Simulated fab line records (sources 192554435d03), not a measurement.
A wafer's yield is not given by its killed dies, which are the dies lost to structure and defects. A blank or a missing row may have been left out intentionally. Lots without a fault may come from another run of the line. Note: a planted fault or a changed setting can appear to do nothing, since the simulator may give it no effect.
Which tool did it? | flow n5_finfet | 9 lots with 27 wafers sampled at 3 steps, on a route of 1938 steps

== WHAT EACH GAUGE READ, for each wafer ==
N5_BEOL_M10_THK_MEAS_01.
lot  | measured     | on            | M10_ILD_THK (nm)
L764 | day 11 07:18 | film_metro-02 | 262 266 271
L767 | day 11 15:02 | film_metro-02 | 269 269 275
L772 | day 12 18:31 | film_metro-02 | 269 265 268
L773 | day 13 08:53 | film_metro-02 | 431 262 438
L775 | day 13 12:28 | film_metro-01 | 427 264 271
L778 | day 14 13:55 | film_metro-01 | 268 275 275
L783 | day 16 09:25 | film_metro-01 | 264 265 268
L784 | day 17 05:32 | film_metro-01 | 266 267 267
L786 | day 17 07:59 | film_metro-01 | 267 272 272

== EACH LOT AND THE TOOL THAT RAN IT (in order: tool; ch and the chambers of the sampled wafers; start) ==
lot  | N5_BEOL_M9_STRIP_80                           | N5_BEOL_M10_ILD_DEP_00
L764 | rie_diel-02 ch 1,2, day 11 06:40 or earlier   | pecvd-01 ch 0,1,2, day 11 06:43
L767 | rie_diel-01 ch 0,1, day 11 14:17 or earlier   | pecvd-03 ch 0,2, day 11 14:20
L772 | rie_diel-01 ch 0,1,3, day 12 17:53 or earlier | pecvd-01 ch 0,1,2, day 12 17:57
L773 | rie_diel-01 ch 2,3, day 13 08:16 or earlier   | pecvd-01 ch 1,2, day 13 08:17
L775 | rie_diel-01 ch 1,2, day 13 11:51 or earlier   | pecvd-01 ch 0,2, day 13 11:53
L778 | rie_diel-03 ch 1,2, day 14 13:17 or earlier   | pecvd-03 ch 0,1, day 14 13:20
L783 | rie_diel-03 ch 1,2,3, day 16 08:46 or earlier | pecvd-04 ch 1,2, day 16 08:48
L784 | rie_diel-02 ch 0,1,3, day 17 04:55 or earlier | pecvd-03 ch 0,1,2, day 17 04:57
L786 | rie_diel-01 ch 0,2,3, day 17 07:21 or earlier | pecvd-03 ch 1,2, day 17 07:23
- N5_BEOL_M9_STRIP_80: strips in N2/H2, time 10 s.
- N5_BEOL_M10_ILD_DEP_00: deposits SiCOH lowk from DEMS/porogen, target thk 308.51 nm, time 58 s.

== THE ANSWER, worked out from the rows above alone ==
Rule: the lots themselves supply what counts as usual. The widest of any qualifying gaps counts: lots, ordered by their means at a reading, are off when they make up no more than a third of the lots, leave a main group of 4 or more, and stand apart from it by 3 or more times the standard deviation of that group's means. Not used: any main group whose means are identical at the precision the tables above print for the reading. Also off: a lot with no number at a reading for which 4 or more lots have one. The other lots that the step has rows for count as sound.
Off: L773, L775, at N5_BEOL_M10_THK_MEAS_01 (M10_ILD_THK). For the main group the mean is 269 nm and the standard deviation 2.5.
A tool fits if, at a process step before that reading, it ran every lot that is off, and no sound lot after the first of them. Those tools and the gauges at N5_BEOL_M10_THK_MEAS_01 are tried in the same way. N5_BEOL_M9_STRIP_80: start missing for some lots; hours and lot order therefore follow N5_BEOL_M9_INSPECT_58. One fits: N5_BEOL_M10_ILD_DEP_00 on pecvd-01. A fault onset in the window from L772 (day 12 17:57, its last sound lot) to L773 (day 13 08:17, its first lot off) fits.

== WHAT THE SIMULATOR HAD INSERTED ==
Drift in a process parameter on pecvd-01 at N5_BEOL_M10_ILD_DEP_00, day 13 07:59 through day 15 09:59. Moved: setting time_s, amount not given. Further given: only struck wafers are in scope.
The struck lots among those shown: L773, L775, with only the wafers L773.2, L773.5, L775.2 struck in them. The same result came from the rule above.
